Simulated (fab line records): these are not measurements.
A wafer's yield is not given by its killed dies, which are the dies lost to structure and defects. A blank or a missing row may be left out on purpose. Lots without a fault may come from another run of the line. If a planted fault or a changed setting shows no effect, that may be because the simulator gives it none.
Which of the tools did it? :: flow n5_finfet :: at 1 step of a route of 1938, 12 lots with 36 wafers sampled

## WHAT THE GAUGES READ, wafer by wafer
N5_HKMG_FIN_INSPECT_14: inspects for defects (macro).
lot: L075
measured: day 4 12:30
on: defect_inspect-01
raw_defect_count: 0 2 2

lot: L077
measured: day 5 02:49
on: defect_inspect-01
raw_defect_count: 2 6 2

lot: L079
measured: day 5 10:59
on: defect_inspect-01
raw_defect_count: 2 1 4

lot: L081
measured: day 6 01:43
on: defect_inspect-01
raw_defect_count: 0 0 1

lot: L083
measured: day 6 14:43
on: defect_inspect-02
raw_defect_count: 3 4 1

lot: L085
measured: day 7 01:14
on: defect_inspect-01
raw_defect_count: 1 4 0

lot: L087
measured: day 7 12:07
on: defect_inspect-01
raw_defect_count: 3 1 2

lot: L089
measured: day 7 20:57
on: defect_inspect-01
raw_defect_count: 3 2 2

lot: L091
measured: day 8 08:22
on: defect_inspect-02
raw_defect_count: 3 4 1

lot: L093
measured: day 8 21:05
on: defect_inspect-01
raw_defect_count: 3 2 1

lot: L095
measured: day 9 08:25
on: defect_inspect-01
raw_defect_count: 5 1 2

lot: L097
measured: day 9 19:29
on: defect_inspect-02
raw_defect_count: 0 0 2

## EACH LOT AND THE TOOL THAT RAN IT (in order: tool; ch and the chambers of the sampled wafers; start)
There is no process step in the record ahead of these readings.

## THE ANSWER, worked out from the rows above alone
Rule: the lots themselves supply what counts as usual. Put in order of their means at a reading, lots are off if they are a third of the lots or fewer, leave a main group of 4 or more, and stand apart from it by a gap of 3 or more times the standard deviation of the main group's means; of several such gaps the widest counts. If all means in a main group match to the digits the tables above print for the reading, that group is not used. Also off: a lot with no number at a reading for which 4 or more lots have one. All remaining lots with rows at the step are treated as sound.
None of the lots is off at any reading shown; this tells nothing.

## WHAT WAS PUT IN BY THE SIMULATOR
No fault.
